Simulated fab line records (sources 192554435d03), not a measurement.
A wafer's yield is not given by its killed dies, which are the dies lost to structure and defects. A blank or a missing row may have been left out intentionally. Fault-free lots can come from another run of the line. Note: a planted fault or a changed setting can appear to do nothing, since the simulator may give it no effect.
8D (eight disciplines) problem report, filled in by code ; flow n5-finfet ; the parts of the form that need people (team, actions taken, sign-off) are left out

1. WHAT IS WRONG
Mean of bias-w at N5_MIM_TOP_ETCH_ETCH_00: 146.1 W across 6 wafers in 2 lots; on wafers with no fault it is 126.0 W (standard deviation 0.33). That is +61 standard deviations from the usual mean.
The step: etches TiN in Cl2/BCl3, target depth 38.5 nm.
First seen on wafer L136.1, day 13 15:46, on rie-metal-01. The record holds 33 wafers of 11 lots with a number at this step. Rule for "out" (also "out of limits"): further than 4 standard deviations from the usual mean. The rest of the wafers with a number are treated as sound.

2. WHAT IT IS AND WHAT IT IS NOT
question;is;is not
which readings at this step;bias-w;bcl3-flow-sccm, drypump-motor-current-A, throttle-valve-pct
which lots;L135, L136;L130, L131, L132, L133, L134, L146, L148, L149, L150
which wafers of those lots;all that have a number;-
read on which tools;rie-metal-01;rie-metal-02, rie-metal-03
when;from day 13 15:46;"up to then (15 sound wafers); but 12 sound wafers of L146, L148, L149, L150 came after"

3. WHAT RULES OUT EACH SUSPECT
Counting: a tool stays on the suspect list if, at a process step up to the reading, it processed all lots that are out and no sound lot following the first of them.
- pecvd-03 at N5_BEOL_M15_DEP_53 (deposits SiCN from 3MS/NH3, target thk 50 nm, time 17.8 s): ruled out as a lasting fault. Sound lots L148 ran on it after its first lot that is out, L136 (day 13 11:58).
- pvd-sputter-02 at N5_MIM_BOT_SPUTTER_00 (material TiN, target thk 35 nm, time 89.7 s): ruled out as a lasting fault. Sound lots L149, L150 ran on it after its first lot that is out, L136 (day 13 14:14).
- rie-metal-01 at N5_MIM_TOP_ETCH_ETCH_00 (etches TiN in Cl2/BCl3, target depth 38.5 nm): ruled out as a lasting fault. Sound lots L146 ran on it after its first lot that is out, L136 (day 13 15:46).
Left after counting: nothing in the record.

4. THE CAUSE (what the simulator had put in)
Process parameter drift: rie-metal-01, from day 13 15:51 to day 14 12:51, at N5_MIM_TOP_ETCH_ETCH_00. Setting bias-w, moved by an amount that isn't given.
Counting ruled it out, wrongly.

5. SEQUENCE OF EFFECTS, ordered by route
Each row: a reading whose mean over the struck wafers that have a number lies more than 3 standard deviations from the usual. Readings are gone through only where the record gives a usual standard deviation; hours: the median, over the lots, of the time from a lot's start at the first step in this table giving one to that lot's start at this step; sigmas: the change measured in usual standard deviations.
hours;step;reading;usual;on struck wafers;change;sigmas
0;N5_MIM_TOP_ETCH_ETCH_00;bias-w;126.0 W;146.1;+20.1;+61
The process steps in it:
- N5_MIM_TOP_ETCH_ETCH_00: etches TiN in Cl2/BCl3, target depth 38.5 nm.

6. HOW IT WOULD HAVE BEEN CAUGHT EARLIER
In this record the first reading out of limits was taken at day 13 15:46.
